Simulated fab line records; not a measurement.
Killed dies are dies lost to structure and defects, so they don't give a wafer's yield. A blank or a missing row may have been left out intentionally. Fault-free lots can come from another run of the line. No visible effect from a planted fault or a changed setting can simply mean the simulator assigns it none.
Struck lot and sound lot, side by side | flow nandHarc | 14 steps out of a route of 1159
Sound: these wafers, L702.1, L702.2, L702.3. Struck: wafers L713.4, L713.5. (L713.3 of the same lot was not struck and is left out.) The cause comes at the end.
At each step with rows: each side's tool, then ch and its chambers, then its first start. Under that, the readings that differ: sound wafers | struck wafers | difference of the means | sigmas: that difference in standard deviations of wafers without a fault.
alike: words and numbers the same on both sides, and readings whose means are apart by under 2 such deviations; not compared: readings that were withheld, readings missing a value for some wafer, numbers with overlapping values and no deviation given by the record, and bounds like >300 which may hide the same value.
Wherever a step has rows on one side only, a row that says differs or no value, or a row with sigmas, the two part there. Numbers that have no deviation but don't overlap get no sigmas and don't part them. A reading missing from all wafers of one side parts the sides only when that side holds two or more wafers.

first, 5 steps without rows for these wafers: NHARC_A_STAIRCASE_EBR_213; NHARC_A_STAIRCASE_EXPOSE_214 (exposes mask STAIR 3); NHARC_A_STAIRCASE_PEB_215 (peb time 130 s); NHARC_A_STAIRCASE_DEVELOP_216 (time 140 s); NHARC_A_STAIRCASE_HARDBAKE_218 (time 140 s).
NHARC_A_STAIRCASE_DESCUM_219: chemistry O2, time 3 s.
  sound on rieDiel-11 ch 0,1,3, day 12 17:10; struck on rieDiel-11 ch 0, day 16 00:50
  alike: drypumpMotorCurrentA, oesProductAu, rfVppV, showerheadPlenumPTorr, throttleValvePct
  not compared: rfHoursCounterH
NHARC_A_STAIRCASE_TRIM_220: chemistry O2, time 211.2 s.
  sound on rieDiel-11 ch 0,1,2, day 12 17:19; struck on rieDiel-11 ch 1,3, day 16 00:57
  alike: drypumpMotorCurrentA, oesProductAu, rfVppV, showerheadPlenumPTorr, throttleValvePct
  not compared: rfHoursCounterH
NHARC_A_STAIRCASE_ETCH_221: etches the open film in C4F8/O2, target depth 100 nm, time 40.5 s.
  sound on rieDiel-11 ch 0,2,3; struck on rieDiel-11 ch 0,2
  alike: oesProductAu, rfVppV
  not compared: rfHoursCounterH
NHARC_A_STAIRCASE_TRIM_222: chemistry O2, time 211.2 s.
  sound on rieDiel-11 ch 1,2,3; struck on rieDiel-11 ch 0,3
  alike: drypumpMotorCurrentA, oesProductAu, rfVppV, showerheadPlenumPTorr, throttleValvePct
  not compared: rfHoursCounterH
then, 1 step without rows for these wafers: NHARC_A_STAIRCASE_ETCH_223 (etches the open film in C4F8/O2, target depth 100 nm, time 40.5 s).
NHARC_A_STAIRCASE_TRIM_224: chemistry O2, time 211.2 s.
  sound on rieDiel-11 ch 1,2,3; struck on rieDiel-11 ch 1,2
  alike: drypumpMotorCurrentA, oesProductAu, rfVppV, showerheadPlenumPTorr, throttleValvePct
  not compared: rfHoursCounterH
NHARC_A_STAIRCASE_ETCH_225: etches the open film in C4F8/O2, target depth 100 nm, time 40.5 s.
  sound on rieDiel-11 ch 0,1,3, day 12 18:14; struck on rieDiel-11 ch 2,3, day 16 01:44
reading             | sound             | struck      | difference | sigmas
oesProductAu (a.u.) | 0.946 0.951 0.950 | 0.798 0.796 | -0.152     | -16
  alike: rfVppV
  not compared: rfHoursCounterH
then, 1 step without rows for these wafers: NHARC_A_STAIRCASE_TRIM_226 (chemistry O2, time 211.2 s).
-- record jumps: 9 days between struck wafers' starts before vs after; left off in module A_STAIRCASE, resumes in module END, first step shown is number 1159 of the route --
NHARC_END_SORT_01:
  the record has rows for the struck wafers here (prober-02 ch 0, day 24 20:58) and none for the sound ones

== WHERE THEY PART ==
Earliest at NHARC_A_STAIRCASE_ETCH_225; latest, in this record, at NHARC_END_SORT_01.

WHY: what the simulator had put in
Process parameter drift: rieDiel-11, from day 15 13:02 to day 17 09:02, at NHARC_A_STAIRCASE_ETCH_225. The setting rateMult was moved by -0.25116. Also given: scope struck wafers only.
